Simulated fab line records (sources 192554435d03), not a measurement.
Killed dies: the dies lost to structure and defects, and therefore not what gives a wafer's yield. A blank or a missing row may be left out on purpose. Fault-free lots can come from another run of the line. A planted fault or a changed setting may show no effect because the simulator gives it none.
A struck lot beside a sound one ; flow n5Finfet ; 18 out of 1938 route steps
Sound: the wafers L576.4, L576.5, L576.6. Struck: wafer L582.2. (L582.5, L582.6 of the same lot were not struck and are left out.) The cause comes at the end.
Each step with rows lists, per side, the tool, then ch with its chambers, then its first start. Under that, the readings that differ: sound wafers ; struck wafers ; difference of the means ; sigmas: that difference in standard deviations of wafers without a fault.
alike: a reading whose means differ by less than 2 such deviations, as well as words and numbers matching on both sides. not compared: withheld readings; readings where some wafer has no value; bounds like >300 that might hide an equal value; numbers whose values overlap and for which the record gives no deviation.
The two part at a step that has a row with sigmas, a row that says differs or no value, or rows on one side only. Numbers that don't overlap but have no deviation are shown without sigmas and don't part them. Lack of a reading on every wafer of one side parts them only where that side has two or more wafers.

first, 1 step without rows for these wafers: N5_SD_EPI_N_DEVELOP_08 (develop time 30 s).
N5_SD_EPI_N_CD_MEAS_09 targets a cd of 120 nm.
  sound on cdSem-01 ch 0, day 4 08:12; struck on cdSem-01 ch 0, day 5 20:37
reading;sound;struck;difference;sigmas
cdNm (nm);119.1 119.2 119.3;121.8;+2.6;+3
N5_SD_EPI_N_OVL_MEAS_10:
  sound on overlay-02 ch 0, day 4 08:14; struck on overlay-02 ch 0, day 5 20:38
  alike: SD_N_BLK_OVL
N5_SD_EPI_N_INSPECT_11: inspects for defects (macro).
  struck on defectInspect-01, day 5 20:40; sound on defectInspect-01, day 4 08:15
  alike: rawDefectCount
then, 1 step without rows for these wafers: N5_SD_EPI_N_DESCUM_14 (chemistry O2, time 7.9 s).
N5_SD_EPI_N_ETCH_34: etches SiARC in CF4, target depth 45.5 nm, time 75.8 s.
  sound on rieDiel-04 ch 1,2, day 4 08:19; struck on rieDiel-06 ch 1, day 5 20:44
reading;sound;struck;difference;sigmas
etchRfOnTimeS (s);75.8 73.2 77.0;70.8;-4.5;-2
  alike: drypumpMotorCurrentA, oesProductAu, rfVppV, showerheadPlenumPTorr, throttleValvePct
  not compared: rfHoursCounterH
then, 2 steps without rows for these wafers: N5_SD_EPI_N_ETCH_35 (etches SOC in N2/H2, overetch 108 nm, time 486 s); N5_SD_EPI_N_STRIP_36 (strips in N2/H2).
N5_SD_EPI_N_ETCHBACK_44: etches SiNx in CH3F/O2, stops on SiO2, target depth 14.5 nm.
  sound on rieDiel-04 ch 1,2, day 4 08:42; struck on rieDiel-06 ch 1, day 5 21:07
  alike: drypumpMotorCurrentA, oesProductAu, rfVppV, showerheadPlenumPTorr, throttleValvePct
  not compared: rfHoursCounterH
N5_SD_EPI_N_ETCH_45: etches SiOCN in CH3F/O2, target depth 6 nm.
  sound on rieDiel-04 ch 1,2, day 4 08:48; struck on rieDiel-06 ch 1, day 5 21:13
  alike: drypumpMotorCurrentA, oesProductAu, rfVppV, showerheadPlenumPTorr, throttleValvePct
  not compared: rfHoursCounterH
N5_SD_EPI_N_ETCH_16: etches SiO2 in CHF3/O2, target depth 5 nm.
  sound on rieDiel-04 ch 1,2, day 4 08:54; struck on rieDiel-06 ch 1, day 5 21:19
  alike: drypumpMotorCurrentA, oesProductAu, rfVppV, showerheadPlenumPTorr, throttleValvePct
  not compared: rfHoursCounterH
then, 1 step without rows for these wafers: N5_SD_EPI_N_STRIP_47 (strips in CHF3/O2).
N5_SD_EPI_N_SD_RECESS_17: chemistry HBr/Cl2/O2, target depth 41 nm, time 23.7 s, bt time 3 s.
  sound on rieSi-04 ch 1,2, day 4 08:58; struck on rieSi-02 ch 3, day 5 21:23
reading;sound;struck;difference;sigmas
drypumpMotorCurrentA (A);5.8 5.7 5.8;6.8;+1.0;+3
model.SD_EPI_N.featureDepthNm (nm);40.6 40 40.6;37.6;-2.8;
model.Si_of_WELL_APT_EPI_41.thkNm (nm);9 8.6 8.4;13.2;+4.5;
model.etch.depthNm (nm);40.68 40.04 40.7;37.55;-2.92;
  alike: oesProductAu, throttleValvePct
  not compared: rfHoursCounterH
N5_SD_EPI_N_STRIP_38: strips in N2/H2.
  sound on plasmaAsher-02 ch 0,1, day 4 09:05; struck on plasmaAsher-01 ch 0, day 5 21:29
reading;sound;struck;difference;sigmas
rfHoursCounterH (h);- - -;44;no value on the sound wafers;
  alike: drypumpMotorCurrentA, heaterPowerW, oesProductAu
then, 1 step without rows for these wafers: N5_SD_EPI_N_WET_ETCH_43 (etches SiO2 in dHF, time 14 s, target depth 1.5 nm).
N5_SD_EPI_N_STRIP_18: strips in SPM, time 750 s.
  sound on wetBench-01 ch 0,2,5, day 4 09:10; struck on wetBench-04 ch 7, day 5 21:34
reading;sound;struck;difference;sigmas
model.Si_of_WELL_APT_EPI_41.thkNm (nm);8.6 8.2 8;12.8;+4.5;
then, 1 step without rows for these wafers: N5_SD_EPI_N_SRD_20 (time 30 s).
-- a jump in the record: the struck wafers' starts before and after are 10 days apart (it breaks off in module SD_EPI_N and resumes in module PASSIVATION, where the first step shown is number 1936 of the route) --
N5_PASSIVATION_PROBE_49:
  rows exist in the record for the struck wafers here (prober-02, day 15 09:59), but not for the sound ones

WHERE THEY PART
Earliest at N5_SD_EPI_N_CD_MEAS_09; latest, in this record, at N5_PASSIVATION_PROBE_49.

WHY: what the simulator had put in
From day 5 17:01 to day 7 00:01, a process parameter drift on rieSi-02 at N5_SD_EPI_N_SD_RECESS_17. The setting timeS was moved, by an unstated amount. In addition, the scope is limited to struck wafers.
